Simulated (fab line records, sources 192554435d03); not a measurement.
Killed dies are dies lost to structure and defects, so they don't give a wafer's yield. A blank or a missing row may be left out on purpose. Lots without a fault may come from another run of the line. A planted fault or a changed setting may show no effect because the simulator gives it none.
fab line records | flow n5_finfet
record lots=9 wafers=27 last_day=19
route steps=1938 shown BEOL_M3@998 BEOL_M4@1111 PASSIVATION@1936
lots that met no fault: from a run of the same line without faults
start_h: hours from the record's first day to the start of the lot's first wafer shown | wait_h: hours since the lot's step before | " the same as in the row above | L1.1+2: a row that stands for several wafers | - no value, or no start given | * or withheld: withheld | < > ~ a bound
route shown NAME@n: a module of which the file shows steps, and the number in the route of the first | usual: mean/standard deviation of fault-free wafers | same: alike in all rows | chamber/n: place in a boat | sites: the reading at each site | _std_site: their standard deviation | _edge_site: outer sites' mean less inner sites' | radius_mm: how far each site lies from the wafer's centre | mask NAME#n: copy n | behind: the tool/chamber that last shaped the wafer | hold: why the lot was held/for how many hours/how that ended | device: the transistor (n, p or np) that didn't switch | end of line: the same wafers' tests at the end of the route | a step without rows: its recipe alone | killed: dies lost to structure and defects at the first sort, not the wafer's yield | map: a wafer's dies, x killed, . not, _ none there
set.NAME: the setting as run; set.NAME@STEP: as run at that earlier step | model.NAME: the simulator's own value behind a step, which no gauge read
steps of the route over a sample of lots; a table a step, a row a wafer
services: from which hour (start_h, from the record's first day; less than 0 if before it) a tool's chamber was out of use, for how many hours, and why
## steps
# step N5_BEOL_M3_SPUTTER_81
# recipe material=Cu target_thk_a=45 temp_c=-20 chamber_pressure_pa=0.07 power_w=withheld time_s=8.29
# usual throttle_valve_pct=29.9/1.1
# columns lot.wafer tool chamber start_h wait_h throttle_valve_pct
L932.1 pvd_sputter-03 - 148.19 0.1 31.2
L932.3 " - " " 29.1
L932.5 " - " " 31.2
L933.2 pvd_sputter-03 - 162.97 0.1 30.2
L933.4 " - " " 28.4
L933.6 " - " " 31.3
L937.2 pvd_sputter-03 - 206.74 0.1 28.9
L937.3 " - " " 30.9
L937.5 " - " " 28.3
L943.2 pvd_sputter-01 - 227.74 0.1 27.1
L943.5 " - " " 30.1
L943.6 " - " " 30.1
L945.2 pvd_sputter-01 - 243.03 0.1 30.1
L945.3 " - " " 27.0
L945.6 " - " " 30.4
L946.2 pvd_sputter-02 - 245.65 0.1 29.7
L946.3 " - " " 29.5
L946.4 " - " " 31.7
L948.3 pvd_sputter-02 - 252.95 0.1 29.7
L948.4 " - " " 29.4
L948.6 " - " " 31.5
L953.2 pvd_sputter-01 - 285.48 0.1 30.2
L953.5 " - " " 30.1
L953.6 " - " " 30.1
L955.3 pvd_sputter-02 - 331.40 0.1 29.6
L955.4 " - " " 31.4
L955.5 " - " " 31.5
# step N5_BEOL_M3_SPUTTER_94
# recipe material=Cu target_thk_a=45 temp_c=-20 chamber_pressure_pa=0.07 power_w=withheld time_s=8.29
# usual throttle_valve_pct=29.8/1.1
# columns lot.wafer tool chamber start_h wait_h throttle_valve_pct
L932.1 pvd_sputter-03 - 149.29 0.1 30.9
L932.3 " - " " 28.9
L932.5 " - " " 30.9
L933.2 pvd_sputter-03 - 164.07 0.1 30.2
L933.4 " - " " 28.4
L933.6 " - " " 30.9
L937.2 pvd_sputter-03 - 207.84 0.1 29.1
L937.3 " - " " 31.1
L937.5 " - " " 28.4
L943.2 pvd_sputter-01 - 228.84 0.1 26.8
L943.5 " - " " 30.1
L943.6 " - " " 30.2
L945.2 pvd_sputter-01 - 244.13 0.1 29.8
L945.3 " - " " 26.9
L945.6 " - " " 30.0
L946.2 pvd_sputter-02 - 246.75 0.1 29.7
L946.3 " - " " 29.1
L946.4 " - " " 31.6
L948.3 pvd_sputter-02 - 254.05 0.1 29.7
L948.4 " - " " 29.5
L948.6 " - " " 31.5
L953.2 pvd_sputter-01 - 286.58 0.1 30.1
L953.5 " - " " 30.2
L953.6 " - " " 30.3
L955.3 pvd_sputter-02 - 332.50 0.1 29.6
L955.4 " - " " 31.4
L955.5 " - " " 31.6
# step N5_BEOL_M3_ANNEAL_95
# recipe temp_c=400 time_s=240 ambient=vacuum
# usual heater_power_w=818/85
# columns lot.wafer tool chamber start_h wait_h heater_power_w
L932.1 pvd_sputter-03 - 149.37 0.0 804
L932.3 " - " " 748
L932.5 " - " " 788
L933.2 pvd_sputter-03 - 164.15 0.0 726
L933.4 " - " " 789
L933.6 " - " " 769
L937.2 pvd_sputter-03 - 207.92 0.0 725
L937.3 " - " " 810
L937.5 " - " " 801
L943.2 pvd_sputter-01 - 228.92 0.0 946
L943.5 " - " " 958
L943.6 " - " " 832
L945.2 pvd_sputter-01 - 244.21 0.0 778
L945.3 " - " " 934
L945.6 " - " " 949
L946.2 pvd_sputter-02 - 246.83 0.0 800
L946.3 " - " " 735
L946.4 " - " " 778
L948.3 pvd_sputter-02 - 254.13 0.0 808
L948.4 " - " " 707
L948.6 " - " " 754
L953.2 pvd_sputter-01 - 286.66 0.0 946
L953.5 " - " " 813
L953.6 " - " " 932
L955.3 pvd_sputter-02 - 332.58 0.0 816
L955.4 " - " " 768
L955.5 " - " " 765
# step N5_BEOL_M3_CMP_52
# recipe stop_on=SiOC t_overpolish_s=6.8 down_force_psi=1 platen_rpm=50 clearing_platen_down_force_psi=1.5 clearing_platen_rpm=50 post_cmp_clean=cu_alkaline target_thk_nm=40 clearing_platen_pad_velocity_m_s=0.99484 pad_velocity_m_s=0.99484
# usual barrier_field_endpoint_s=24.7/0.58 motor_current_A=6.1/0.63 overpolish_run_s=6.799/0.0095 time_to_endpoint_s=63/3.5
# columns lot.wafer tool chamber start_h wait_h barrier_field_endpoint_s motor_current_A overpolish_run_s time_to_endpoint_s
L932.3 cmp-01 0 150.00 0.2 24.6 6.1 6.791 65
L932.1 " 1 " " 24.8 6.3 6.796 67
L932.5 " 1 " " 25.2 6.1 6.796 65
L933.4 cmp-03 2 164.78 0.1 25.1 6.3 6.801 67
L933.2 " 0 " " 24.6 6.0 6.808 63
L933.6 " 3 " " 25.5 5.0 6.799 67
L937.2 cmp-01 1 208.55 0.2 25.2 6.4 6.788 69
L937.3 " 3 " " 25.4 5.2 6.781 65
L937.5 " 2 " " 24.4 5.5 6.820 58
L943.2 cmp-01 2 229.63 0.3 41.2 5.8 0.043 80
L943.6 " 0 " " 41.2 6.1 0.044 81
L943.5 " 1 " " 41.2 6.3 0.029 80
L945.2 cmp-04 0 244.86 0.2 24.5 6.2 6.791 58
L945.3 " 3 " " 24.7 6.9 6.778 65
L945.6 " 1 " " 24.4 6.4 6.817 62
L946.4 cmp-04 0 247.46 0.1 24.6 6.5 6.822 59
L946.2 " 1 " " 25.3 6.1 6.810 65
L946.3 " 3 " " 24.7 7.5 6.795 63
L948.3 cmp-01 2 254.93 0.2 41.2 5.8 0.034 81
L948.4 " 3 " " 41.2 5.6 0.040 82
L948.6 " 2 " " 41.2 5.4 0.034 81
L953.2 cmp-04 1 287.63 0.5 26.0 6.2 6.795 68
L953.5 " 3 " " 24.5 6.7 6.814 67
L953.6 " 0 " " 24.8 6.2 6.800 63
L955.4 cmp-03 1 333.22 0.1 25.1 6.4 6.799 64
L955.3 " 0 " " 23.6 5.6 6.801 59
L955.5 " 1 " " 25.2 6.2 6.805 66
# step N5_BEOL_M3_THK_MEAS_53
# recipe thk_meas_gauge=xrf reads=Cu_of_BEOL_M3_ECD_50
# usual M3_THK=40.7/1.6
# columns lot.wafer tool chamber start_h wait_h M3_THK[nm]
L932.1 film_metro-01 - 150.30 - 42.2
L932.3 " - " " 39.7
L932.5 " - " " 42.3
L933.2 film_metro-02 - 165.08 - 40.3
L933.4 " - " " 40.7
L933.6 " - " " 41.7
L937.2 film_metro-02 - 208.85 - 39.9
L937.3 " - " " 41.2
L937.5 " - " " 40.5
L943.2 film_metro-01 - 229.85 - 143.2
L943.5 " - " " 164.7
L943.6 " - " " 166.1
L945.2 film_metro-02 - 245.16 - 37.9
L945.3 " - " " 41.1
L945.6 " - " " 42.3
L946.2 film_metro-01 - 247.76 - 41.2
L946.3 " - " " 40.0
L946.4 " - " " 39.4
L948.3 film_metro-02 - 255.19 - 150.1
L948.4 " - " " 172.8
L948.6 " - " " 148.1
L953.2 film_metro-01 - 287.85 - 41.3
L953.5 " - " " 42.9
L953.6 " - " " 40.4
L955.3 film_metro-01 - 333.51 - 37.1
L955.4 " - " " 40.7
L955.5 " - " " 39.6
# step N5_BEOL_M3_INSPECT_59
# recipe inspect_instrument=darkfield mode=post_dep
# usual raw_defect_count=74/27
# columns lot.wafer tool chamber start_h wait_h raw_defect_count
L932.1 defect_inspect-02 - 150.59 0.0 95
L932.3 " - " " 42
L932.5 " - " " 95
L933.2 defect_inspect-02 - 165.41 0.0 88
L933.4 " - " " 66
L933.6 " - " " 63
L937.2 defect_inspect-01 - 209.13 0.0 63
L937.3 " - " " 57
L937.5 " - " " 67
L943.2 defect_inspect-01 - 230.24 0.0 5126
L943.5 " - " " 5088
L943.6 " - " " 5051
L945.2 defect_inspect-01 - 245.56 0.0 33
L945.3 " - " " 29
L945.6 " - " " 28
L946.2 defect_inspect-01 - 248.04 0.0 99
L946.3 " - " " 133
L946.4 " - " " 91
L948.3 defect_inspect-01 - 255.48 0.0 4915
L948.4 " - " " 5027
L948.6 " - " " 5011
L953.2 defect_inspect-01 - 288.16 0.0 66
L953.5 " - " " 69
L953.6 " - " " 112
L955.3 defect_inspect-01 - 333.80 0.0 34
L955.4 " - " " 49
L955.5 " - " " 102
# step N5_BEOL_M4_RC_MEAS_101
# usual DIBL_N=36.5/1.9 DIBL_P=36.7/2.1 IOFF_N=0.17/0.035 IOFF_P=0.22/0.042 ION_N=676/10 ION_P=462/8.1 SS_N=71.5/0.72 SS_P=73.4/0.7 VT_N=249/3.1 VT_P=-250/3.9
# columns lot.wafer tool chamber start_h wait_h DIBL_N[mV/V] DIBL_P[mV/V] IOFF_N[nA/um] IOFF_P[nA/um] ION_N[uA/um] ION_P[uA/um] SS_N[mV/dec] SS_P[mV/dec] VT_N[mV] VT_P[mV]
L932.1 prober-01 0 163.60 0.0 34.5 32.9 0.12 0.18 675 460 70.9 72.8 253 -251
L932.3 " 0 " " 34.9 34.7 0.14 0.21 687 476 71.1 73.2 248 -250
L932.5 " 0 " " 33.1 31.6 0.10 0.16 660 457 70.9 72.6 257 -252
L933.2 prober-02 0 180.98 0.2 38.3 40.1 0.21 0.31 678 466 72.6 74.4 250 -246
L933.4 " 0 " " 38.4 40.2 0.22 0.31 695 481 71.9 74.1 245 -244
L933.6 " 0 " " 36.6 36.9 0.18 0.25 681 471 72.8 73.3 249 -246
L937.2 prober-02 0 219.95 0.2 37.9 37.8 0.16 0.27 674 467 72.4 73.1 247 -245
L937.3 " 0 " " 39.7 40.0 0.20 0.30 681 472 72.3 74.3 249 -244
L937.5 " 0 " " 38.8 38.7 0.17 0.26 670 460 71.8 73.7 249 -246
L945.2 prober-01 0 255.38 0.2 37.7 38.6 0.19 0.21 680 453 72.7 73.8 245 -252
L945.3 " 0 " " 36.5 38.0 0.17 0.19 675 456 71.8 73.5 249 -254
L945.6 " 0 " " 37.2 38.5 0.18 0.20 683 458 72.0 73.6 250 -252
L946.2 prober-02 0 257.03 0.2 37.9 37.9 0.18 0.20 678 456 70.9 73.9 248 -254
L946.3 " 0 " " 36.5 35.3 0.16 0.17 671 451 71.8 73.2 251 -254
L946.4 " 0 " " 36.5 36.1 0.15 0.18 669 456 71.2 73.0 251 -254
L953.2 prober-02 0 316.44 0.2 35.2 34.6 0.12 0.16 662 454 71.2 72.1 253 -255
L953.5 " 0 " " 36.2 36.1 0.15 0.17 679 458 71.1 73.1 247 -254
L953.6 " 0 " " 34.5 34.0 0.12 0.15 659 451 71.2 72.1 253 -256
L955.3 prober-01 0 348.43 0.3 35.8 36.4 0.18 0.24 683 470 71.4 73.4 247 -247
L955.4 " 0 " " 37.7 38.7 0.19 0.26 674 460 72.8 73.5 246 -248
L955.5 " 0 " " 35.5 36.3 0.16 0.23 682 472 71.3 73.2 249 -247
# step N5_PASSIVATION_PROBE_49
# usual defect_limited_yield=91.4/1.5 killed_at_M0_to_M3=35/12 killed_at_M4_up=13/5.8 killed_at_contacts=12/5.5 killed_at_front_end=36/9.9 killed_at_other=4/3.7 killed_dies=101/18 killed_on_rim=13/4.1 killed_open=66/13 killed_short=33/8 sort_bin_5_function=5.0/1 sort_bin_6_memory=3.2/0.67 sort_n_pass=1079/18 sort_yield_pct=91.4/1.5
# same gross_dies=1180 killed_at_back_side=0 sort_bin_4_leakage[%]=0 sort_bin_8_speed[%]=0
# columns lot.wafer tool chamber start_h wait_h defect_limited_yield[%] killed_at_M0_to_M3 killed_at_M4_up killed_at_contacts killed_at_front_end killed_at_other killed_dies killed_on_rim killed_open killed_short sort_bin_5_function[%] sort_bin_6_memory[%] sort_n_pass sort_yield_pct[%]
L932.1 prober-01 - 270.78 0.0 93.0 27 14 14 27 1 83 13 62 21 4.2 2.8 1097 93.0
L932.3 prober-01 - 270.88 0.1 92.2 31 17 11 28 5 92 17 68 24 4.0 3.5 1088 92.2
L932.5 prober-01 - 270.98 0.2 93.2 26 13 9 32 0 80 12 42 38 4.2 2.4 1100 93.2
L933.2 prober-01 - 299.99 0.1 87.6 40 23 23 55 5 146 26 93 53 7.6 4.4 1034 87.6
L933.4 prober-01 - 300.09 0.2 89.6 44 17 8 52 2 123 7 83 38 6.1 4.0 1057 89.6
L933.6 prober-01 - 300.19 0.3 89.3 47 19 13 46 1 126 15 83 41 5.6 4.3 1054 89.3
L937.2 prober-01 - 330.95 0.1 89.7 40 9 22 40 11 122 17 80 42 5.8 4.1 1058 89.7
L937.3 prober-01 - 331.00 0.1 92.4 27 11 17 32 3 90 11 60 29 4.5 2.8 1090 92.4
L937.5 prober-01 - 331.10 0.2 90.1 49 16 8 42 2 117 15 63 48 4.9 4.0 1063 90.1
L943.2 prober-02 - 365.07 0.1 0 1100 12 20 40 8 1180 152 66 36 4.7 3.7 0 0
L943.5 prober-02 - 365.22 0.2 0 1103 23 17 31 6 1180 152 71 30 6.4 2.0 0 0
L943.6 prober-02 - 365.27 0.3 0 1112 11 13 40 4 1180 152 63 27 4.2 3.3 0 0
L945.2 prober-02 - 372.15 0.1 92.7 30 11 9 36 0 86 12 64 19 3.5 3.4 1094 92.7
L945.3 prober-02 - 372.20 0.1 91.4 32 10 10 43 7 102 13 66 34 4.0 4.5 1078 91.4
L945.6 prober-02 - 372.35 0.3 92.4 27 18 9 36 0 90 13 58 32 4.8 2.4 1090 92.4
L946.2 prober-01 - 373.96 0.1 93.2 26 6 3 42 3 80 12 41 31 3.6 2.2 1100 93.2
L946.3 prober-01 - 374.01 0.1 91.0 35 9 17 35 10 106 7 64 42 4.9 3.9 1074 91.0
L946.4 prober-01 - 374.06 0.2 91.9 34 10 10 22 20 96 8 66 29 4.6 3.4 1084 91.9
L948.3 prober-02 - 377.18 0.1 0 1127 7 13 21 12 1180 152 58 32 4.2 3.2 0 0
L948.4 prober-02 - 377.23 0.2 0 1124 8 7 30 11 1180 152 60 31 4.4 2.8 0 0
L948.6 prober-02 - 377.33 0.3 0 1098 13 18 36 15 1180 152 64 39 4.3 4.1 0 0
L953.2 prober-01 - 417.78 0.1 93.9 24 11 5 25 7 72 11 54 18 3.1 2.7 1108 93.9
L953.5 prober-01 - 417.93 0.2 93.5 29 17 8 22 1 77 7 55 21 3.8 2.7 1103 93.5
L953.6 prober-01 - 417.98 0.3 90.3 48 17 7 37 6 115 17 78 31 6.2 2.7 1065 90.3
L955.3 prober-02 - 448.33 0.1 94.2 22 3 9 32 2 68 4 38 28 2.7 2.7 1112 94.2
L955.4 prober-02 - 448.38 0.2 88.9 45 10 20 54 2 131 16 93 38 7.1 3.7 1049 88.9
L955.5 prober-02 - 448.43 0.2 91.1 39 14 18 32 2 105 16 65 38 5.3 3.5 1075 91.1
# killed by level:class
L932.1 MOL_CONTACT_COAG:geometric_particle:open=13 GATE_CUT:geometric_particle:open=7 BEOL_M4:geometric_particle:open=7 STI_FIN_REVEAL:geometric_particle:open=6 BEOL_M3:geometric_particle:open=6 FIN_SAQP:geometric_particle:short=4 BEOL_M0_SAQP:geometric_particle:short=4 BEOL_M0_SAQP:geometric_particle:open=4
L932.3 BEOL_M0_SAQP:geometric_particle:open=11 MOL_CONTACT_COAG:geometric_particle:open=9 BEOL_M4:geometric_particle:open=8 BEOL_M3:geometric_particle:open=6 FIN_SAQP:geometric_particle:open=5 BEOL_M1:geometric_particle:open=5 STARTING-WAFER:geometric_particle:open=5 FIN_SAQP:geometric_particle:short=4
L932.5 GATE_CUT:geometric_particle:short=8 STI_FIN_REVEAL:geometric_particle:open=7 MOL_CONTACT_COAG:geometric_particle:open=7 BEOL_M0_SAQP:geometric_particle:short=7 BEOL_M4:geometric_particle:open=7 FIN_SAQP:geometric_particle:short=6 BEOL_M0_SAQP:geometric_particle:open=6 BEOL_M0:geometric_particle:open=5
L933.2 MOL_CONTACT_COAG:geometric_particle:open=20 FIN_SAQP:geometric_particle:short=19 BEOL_M4:geometric_particle:open=14 FIN_SAQP:geometric_particle:open=13 BEOL_M3:geometric_particle:open=9 STI_FIN_REVEAL:geometric_particle:open=6 BEOL_M5:geometric_particle:open=6 BEOL_M0_SAQP:geometric_particle:open=6
L933.4 FIN_SAQP:geometric_particle:open=11 STI_FIN_REVEAL:geometric_particle:open=11 FIN_SAQP:geometric_particle:short=10 BEOL_M3:geometric_particle:open=9 DUMMY_GATE:geometric_particle:open=8 BEOL_M1:geometric_particle:open=8 BEOL_M3:geometric_particle:short=7 BEOL_M4:geometric_particle:open=7
L933.6 FIN_SAQP:geometric_particle:open=18 BEOL_M0_SAQP:geometric_particle:open=12 FIN_SAQP:geometric_particle:short=11 MOL_CONTACT_COAG:geometric_particle:open=7 BEOL_M2:geometric_particle:open=7 MOL_CONTACT_COAG:geometric_particle:short=6 BEOL_M1:geometric_particle:open=6 BEOL_M0_SAQP:geometric_particle:short=5
L937.2 MOL_CONTACT_COAG:geometric_particle:open=17 BEOL_M0_SAQP:geometric_particle:short=10 BEOL_M2:geometric_particle:open=10 FIN_SAQP:geometric_particle:open=8 FIN_SAQP:geometric_particle:short=8 BEOL_M0_SAQP:geometric_particle:open=7 DUMMY_GATE:geometric_particle:open=6 STI_FIN_REVEAL:geometric_particle:open=6
L937.3 MOL_CONTACT_COAG:geometric_particle:open=14 BEOL_M0_SAQP:geometric_particle:open=9 BEOL_M0_SAQP:geometric_particle:short=8 FIN_SAQP:geometric_particle:short=7 STI_FIN_REVEAL:geometric_particle:open=6 BEOL_M4:geometric_particle:open=5 BEOL_M3:geometric_particle:open=5 FIN_SAQP:geometric_particle:open=4
L937.5 BEOL_M0_SAQP:geometric_particle:short=18 BEOL_M0_SAQP:geometric_particle:open=12 FIN_SAQP:geometric_particle:open=8 BEOL_M4:geometric_particle:open=7 FIN_SAQP:geometric_particle:short=6 BEOL_M3:geometric_particle:open=6 BEOL_M3:geometric_particle:short=6 HKMG_FIN:area_etch=6
L943.2 BEOL_M3:area_cmp=1077 MOL_CONTACT_COAG:geometric_particle:open=16 FIN_SAQP:geometric_particle:short=8 FIN_SAQP:geometric_particle:open=7 BEOL_M0_SAQP:geometric_particle:short=7 BEOL_M4:geometric_particle:open=6 BEOL_M0_SAQP:geometric_particle:open=6 STI_FIN_REVEAL:geometric_particle:open=5
L943.5 BEOL_M3:area_cmp=1079 MOL_CONTACT_COAG:geometric_particle:open=14 BEOL_M4:geometric_particle:open=13 BEOL_M0_SAQP:geometric_particle:open=9 FIN_SAQP:geometric_particle:open=5 FIN_SAQP:geometric_particle:short=5 GATE_CUT:geometric_particle:short=4 BEOL_M1:geometric_particle:open=4
L943.6 BEOL_M3:area_cmp=1089 FIN_SAQP:geometric_particle:open=10 MOL_CONTACT_COAG:geometric_particle:open=9 FIN_SAQP:geometric_particle:short=7 BEOL_M4:geometric_particle:open=6 BEOL_M0_SAQP:geometric_particle:open=5 BEOL_M0_SAQP:geometric_particle:short=5 DUMMY_GATE:geometric_particle:open=4
L945.2 BEOL_M2:geometric_particle:open=9 FIN_SAQP:geometric_particle:open=6 MOL_CONTACT_COAG:geometric_particle:open=6 BEOL_M1:geometric_particle:open=6 STI_FIN_REVEAL:geometric_particle:open=5 DUMMY_GATE:geometric_particle:open=5 BEOL_M0:geometric_particle:open=5 GATE_CUT:geometric_particle:open=4
L945.3 MOL_CONTACT_COAG:geometric_particle:open=9 FIN_SAQP:geometric_particle:open=9 FIN_SAQP:geometric_particle:short=6 BEOL_M0_SAQP:geometric_particle:open=6 BEOL_M1:geometric_particle:open=6 BEOL_M2:geometric_particle:open=6 ILD0:geometric_particle:short=5 DUMMY_GATE:geometric_particle:open=4
L945.6 BEOL_M2:geometric_particle:open=9 DUMMY_GATE:geometric_particle:open=7 BEOL_M4:geometric_particle:open=6 MOL_CONTACT_COAG:geometric_particle:open=6 ILD0:geometric_particle:short=5 BEOL_M1:geometric_particle:open=5 FIN_SAQP:geometric_particle:open=4 BEOL_M5:geometric_particle:open=4
L946.2 FIN_SAQP:geometric_particle:open=11 FIN_SAQP:geometric_particle:short=9 BEOL_M0_SAQP:geometric_particle:short=7 BEOL_M3:geometric_particle:open=7 HKMG_FIN:area_etch=7 BEOL_M0_SAQP:geometric_particle:open=6 GATE_CUT:geometric_particle:short=4 STARTING-WAFER:geometric_particle:short=3
L946.3 MOL_CONTACT_COAG:geometric_particle:open=14 BEOL_M0_SAQP:geometric_particle:short=13 BEOL_M0_SAQP:geometric_particle:open=10 STI_FIN_REVEAL:geometric_particle:open=8 FIN_SAQP:geometric_particle:short=7 BEOL_M3:geometric_particle:open=6 FIN_SAQP:geometric_particle:open=4 DUMMY_GATE:geometric_particle:open=4
L946.4 PASS1_CAP:geometric_particle:open=9 MOL_CONTACT_COAG:geometric_particle:open=8 BEOL_M0_SAQP:geometric_particle:open=8 PASS1_CAP:geometric_particle:short=7 DUMMY_GATE:geometric_particle:open=6 BEOL_M0_SAQP:geometric_particle:short=6 BEOL_M2:geometric_particle:open=6 BEOL_M3:geometric_particle:open=6
L948.3 BEOL_M3:area_cmp=1090 MOL_CONTACT_COAG:geometric_particle:open=11 BEOL_M0_SAQP:geometric_particle:short=9 FIN_SAQP:geometric_particle:short=5 BEOL_M0_SAQP:geometric_particle:open=5 BEOL_M0:geometric_particle:open=5 BEOL_M1:geometric_particle:open=5 BEOL_M2:geometric_particle:open=5
L948.4 BEOL_M3:area_cmp=1088 BEOL_M3:geometric_particle:open=12 FIN_SAQP:geometric_particle:open=8 FIN_SAQP:geometric_particle:short=7 BEOL_M2:geometric_particle:open=7 MOL_CONTACT_COAG:geometric_particle:open=6 BEOL_M1:geometric_particle:open=5 GATE_CUT:geometric_particle:short=5
L948.6 BEOL_M3:area_cmp=1077 MOL_CONTACT_COAG:geometric_particle:open=17 FIN_SAQP:geometric_particle:short=11 FIN_SAQP:geometric_particle:open=8 BEOL_M0_SAQP:geometric_particle:short=6 BEOL_M3:geometric_particle:open=6 BEOL_M4:geometric_particle:open=5 MIM_BOT:geometric_particle:short=5
L953.2 BEOL_M0:geometric_particle:open=7 BEOL_M4:geometric_particle:open=7 FIN_SAQP:geometric_particle:open=6 STI_FIN_REVEAL:geometric_particle:open=5 BEOL_M0_SAQP:geometric_particle:short=4 BEOL_M1:geometric_particle:open=4 PASS1_CAP:geometric_particle:short=4 STARTING-WAFER:geometric_particle:open=4
L953.5 BEOL_M1:geometric_particle:open=10 BEOL_M3:geometric_particle:open=7 FIN_SAQP:geometric_particle:open=5 MOL_CONTACT_COAG:geometric_particle:open=5 FIN_SAQP:geometric_particle:short=4 BEOL_M4:geometric_particle:open=4 STARTING-WAFER:geometric_particle:open=4 STI_FIN_REVEAL:geometric_particle:open=3
L953.6 FIN_SAQP:geometric_particle:open=13 BEOL_M0_SAQP:geometric_particle:short=13 BEOL_M1:geometric_particle:open=12 BEOL_M4:geometric_particle:open=12 BEOL_M3:geometric_particle:open=7 MOL_CONTACT_COAG:geometric_particle:open=6 BEOL_M0_SAQP:geometric_particle:open=6 FIN_SAQP:geometric_particle:short=5
L955.3 MOL_CONTACT_COAG:geometric_particle:open=7 BEOL_M0_SAQP:geometric_particle:open=7 STI_FIN_REVEAL:geometric_particle:open=5 DUMMY_GATE:geometric_particle:open=5 BEOL_M2:geometric_particle:open=5 FIN_SAQP:geometric_particle:short=4 BEOL_M0_SAQP:geometric_particle:short=4 FIN_SAQP:geometric_particle:open=3
L955.4 FIN_SAQP:geometric_particle:short=17 MOL_CONTACT_COAG:geometric_particle:open=16 STI_FIN_REVEAL:geometric_particle:open=12 BEOL_M0_SAQP:geometric_particle:open=12 BEOL_M1:geometric_particle:open=10 FIN_SAQP:geometric_particle:open=9 DUMMY_GATE:geometric_particle:open=8 BEOL_M3:geometric_particle:open=8
L955.5 MOL_CONTACT_COAG:geometric_particle:open=13 BEOL_M3:geometric_particle:open=8 BEOL_M0_SAQP:geometric_particle:short=7 STI_FIN_REVEAL:geometric_particle:open=7 FIN_SAQP:geometric_particle:short=6 BEOL_M2:geometric_particle:open=6 FIN_SAQP:geometric_particle:open=5 MOL_CONTACT_COAG:geometric_particle:short=5
## services
# columns tool chamber start_h hours kind
cmp-04 - 129.99 4.7 pm
cmp-04 - 150.54 5.1 repair
cmp-01 - 197.60 4.0 pm
cmp-01 - 201.60 - consumable_replace:conditioner
cmp-01 - 201.60 - consumable_replace:pad
cmp-01 - 206.87 0.6 repair
cmp-03 - 222.93 2.0 repair
cmp-04 - 223.35 3.7 repair
cmp-01 - 232.37 3.3 pm
cmp-03 - 239.45 2.6 repair
cmp-03 - 256.88 0.8 repair
cmp-04 - 258.84 4.0 pm
cmp-04 - 262.84 - consumable_replace:conditioner
cmp-04 - 262.84 - consumable_replace:pad
cmp-03 - 265.70 3.4 pm
cmp-04 - 278.23 0.5 repair
cmp-03 - 318.99 4.0 pm
cmp-03 - 322.99 - consumable_replace:conditioner
cmp-03 - 322.99 - consumable_replace:pad
## key
first_sign step=N5_BEOL_M3_CMP_52 reading=overpolish_run_s direction=down sigmas=99+ usual=6.799 struck=0.037
effect step=N5_BEOL_M3_CMP_52 reading=barrier_field_endpoint_s direction=up sigmas=29 usual=24.7 struck=41.2
effect step=N5_BEOL_M3_THK_MEAS_53 reading=M3_THK direction=up sigmas=72 usual=40.7 struck=157.5
effect step=N5_BEOL_M3_INSPECT_59 reading=raw_defect_count direction=up sigmas=99+ usual=74 struck=5036
effect step=N5_PASSIVATION_PROBE_49 reading=killed_at_M0_to_M3 direction=up sigmas=92 usual=35 struck=1111
more_kills_born_at N5_BEOL_M3_CMP_52@cmp-01=6500
met_at N5_BEOL_M3_CMP_52
struck_lots L943,L948
later_rows_left_out L943.2,L943.5,L943.6,L948.3,L948.4,L948.6
not_acting_at N5_BEOL_M3_SPUTTER_81,N5_BEOL_M3_SPUTTER_94,N5_BEOL_M3_ANNEAL_95
onset_between 208.55 229.63
fault kind=process_parameter_drift tool=cmp-01 chamber=- onset_h=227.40 steps=N5_BEOL_M3_CMP_52 channel=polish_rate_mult offset=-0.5 shape=step end_h=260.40
# later_rows_left_out: the simulator's readings of these wafers behind a module that went badly wrong aren't trusted and aren't shown, but for the sort
